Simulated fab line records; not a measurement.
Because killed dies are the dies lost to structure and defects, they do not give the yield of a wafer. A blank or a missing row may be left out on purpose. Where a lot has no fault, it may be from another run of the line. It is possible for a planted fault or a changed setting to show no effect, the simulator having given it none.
Matching of chambers    flow n5-finfet    rie-diel-01 running N5_BEOL_M8_STRIP_67: 4 sister chambers
The step strips in CF4. 16 wafers are shown with their chamber, then 8 later ones without.

WAFERS WITH THEIR CHAMBER
wafer   chamber  showerhead-plenum-p-Torr (Torr)  throttle-valve-pct (%)  oes-product-au (a.u.)
L075.1  1        1.75                             13.31                   0.87
L075.2  3        1.89                             13.22                   0.84
L075.3  0        1.83                             12.98                   0.93
L075.4  2        1.78                             13.38                   0.75
L075.5  3        1.89                             13.24                   0.84
L075.6  0        1.83                             12.99                   0.93
L079.2  3        1.88                             13.26                   0.83
L079.4  1        1.75                             13.35                   0.86
L079.5  2        1.78                             13.38                   0.74
L085.3  3        1.88                             13.26                   0.82
L085.4  2        1.77                             13.42                   0.73
L085.6  2        1.77                             13.43                   0.73
L087.2  3        1.88                             13.29                   0.81
L087.4  0        1.82                             13.05                   0.87
L087.5  1        1.74                             13.38                   0.83
L088.1  3        1.88                             13.31                   0.81

SIGNATURES (averages over the wafers above)
reading                   chamber 0  chamber 1  chamber 2  chamber 3  scatter within a chamber
showerhead-plenum-p-Torr  1.8267     1.7467     1.7750     1.8833     0.00553
throttle-valve-pct        13.0067    13.3467    13.4025    13.2633    0.0326
oes-product-au            0.9100     0.8533     0.7375     0.8250     0.0193
Rule: a wafer lies at a distance from a chamber equal to the root of the sum of squares, over the readings, of (its reading less the chamber's mean, divided by the reading's scatter). The wafer belongs to the nearest chamber; if the next one is less than 2 further off, it can't be placed. The scatter is the square root of a quotient: the sum, over the shown wafers, of each reading's squared deviation from its chamber's mean, divided by wafers minus chambers.

WAFERS WITHOUT THEIR CHAMBER
wafer   showerhead-plenum-p-Torr (Torr)  throttle-valve-pct (%)  oes-product-au (a.u.)
L088.2  1.74                             13.39                   0.83
L088.3  1.82                             13.07                   0.87
L088.4  1.77                             13.42                   0.74
L088.5  1.88                             13.30                   0.81
L088.6  1.82                             13.06                   0.87
L094.1  1.88                             13.33                   0.79
L094.4  1.77                             13.49                   0.71
L094.5  1.87                             13.31                   0.79

CHAMBER TAKEN BY EACH
wafer   from the rows above  in truth
L088.2  1                    1
L088.3  0                    0
L088.4  2                    2
L088.5  3                    3
L088.6  0                    0
L094.1  3                    3
L094.4  2                    2
L094.5  3                    3
Correct placement for 8 of the 8. Not placeable from these rows: 0. Placed wrongly: 0.
